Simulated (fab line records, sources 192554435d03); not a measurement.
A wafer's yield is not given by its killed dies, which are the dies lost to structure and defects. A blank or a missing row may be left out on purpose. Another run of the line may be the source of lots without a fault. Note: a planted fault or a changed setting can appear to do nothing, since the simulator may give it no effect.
Lot-split experiment    flow n5-finfet    21 wafers read across 7 lots, on a route 1938 steps long

ABOUT THE SPLIT
At N5_BEOL_M7_PECVD_70 (deposits SiO2 from TEOS/O2, target thk 20 nm, time 22.7 s), the setting temp-c was moved away from the recipe's 400 C on 6 of the 21 wafers read, by -3.3% to +2.8%. The other wafers ran this setting at the recipe's value.

The reading is taken at the split's own step.

THE READING
SiO2_of_BEOL_M7_PECVD_70.thk-nm (the simulator's own value, which no gauge read), in nm, at N5_BEOL_M7_PECVD_70 (deposits SiO2 from TEOS/O2, target thk 20 nm, time 22.7 s). The file gives no usual value for it. Here, 15 wafers ran the recipe; their average is 19.9 nm with a standard deviation of 0.21 nm.

wafer   tool, chamber at the split  temp-c as run, C  against the recipe  SiO2_of_BEOL_M7_PECVD_70.thk-nm, nm  against lot-mates on the recipe
L074.1  pecvd-04, 2                 395.4             -1.2%               20.6                                 +0.5
L074.2  pecvd-04, 0                 400               recipe              20                                   -
L074.6  pecvd-04, 1                 400               recipe              20.2                                 -
L075.1  pecvd-02, 1,0               400               recipe              19.6                                 -
L075.2  pecvd-02, 1,0               400               recipe              19.6                                 -
L075.3  pecvd-02, 2                 400               recipe              20                                   -
L082.2  pecvd-04, 0                 400               recipe              19.8                                 -
L082.3  pecvd-04, 1                 400               recipe              20.2                                 -
L082.5  pecvd-04, 0                 400               recipe              20                                   -
L084.2  pecvd-02, 2                 400               recipe              19.8                                 -
L084.3  pecvd-02, 0                 394.3             -1.4%               20.6                                 +0.6
L084.6  pecvd-02, 2                 400               recipe              20.2                                 -
L087.1  pecvd-01, 0                 400               recipe              19.6                                 -
L087.2  pecvd-01, 1                 386.7             -3.3%               21.2                                 +1.5
L087.5  pecvd-01, 2                 400               recipe              19.8                                 -
L085.1  pecvd-02, 0,1               400               recipe              20                                   -
L085.6  pecvd-02, 0,1               400               recipe              20                                   -
L085.4  pecvd-02, 2                 411.2             +2.8%               18.8                                 -1.2
L097.1  pecvd-01, 0                 386.7             -3.3%               22                                   +1.8
L097.2  pecvd-01, 1                 386.7             -3.3%               21.8                                 +1.6
L097.5  pecvd-01, 2                 400               recipe              20.2                                 -
When a row names more than one chamber, that row covers several wafers, and the file does not tell which wafer ran in which chamber.

FIT RESULTS
A straight line over all 21 wafers: SiO2_of_BEOL_M7_PECVD_70.thk-nm changes by -0.494 nm for each +1% of temp-c; r = -0.95; the points scatter about the line by 0.24 nm.
The same after taking each lot's own level away (the mean of its wafers on the recipe; 21 wafers): -0.473 nm for each +1%; r = -0.98; scatter 0.14 nm.
Per that fit: largest temp-c move, reading shift of 1.6 nm.
The lots' own levels span 19.70 to 20.20 nm, that is 2.3 times the standard deviation above.
Consequently the slope shifts little with the lot-to-lot level, the two slopes agreeing.
Check: for one of the wafers moved furthest among these (-3.3%), held out of the fit, the line's prediction against its lot-mates is +1.61 nm. Against them it came out at +1.5 nm.

THESE WAFERS: OTHER SPLITS
Other splits were also applied to these wafers ahead of the reading. Each is held against what the fit with the lots' levels taken away leaves over:
other split on the same wafers  wafers away from the commonest value  r with SiO2_of_BEOL_M7_PECVD_70.thk-nm (lot level and that fit taken away)
N5_BEOL_M4_ETCH_64 bias-w       12                                    -0.05
N5_BEOL_M4_COAT_67 spin-rpm     8                                     -0.32
N5_BEOL_M5_ILD_DEP_00 time-s    3                                     -0.18
N5_BEOL_M5_PECVD_70 temp-c      5                                     -0.25

THE FILE'S OWN FIT
SiO2_of_BEOL_M7_PECVD_70.thk-nm changes by -0.463 nm for each +1% of temp-c, r = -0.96.
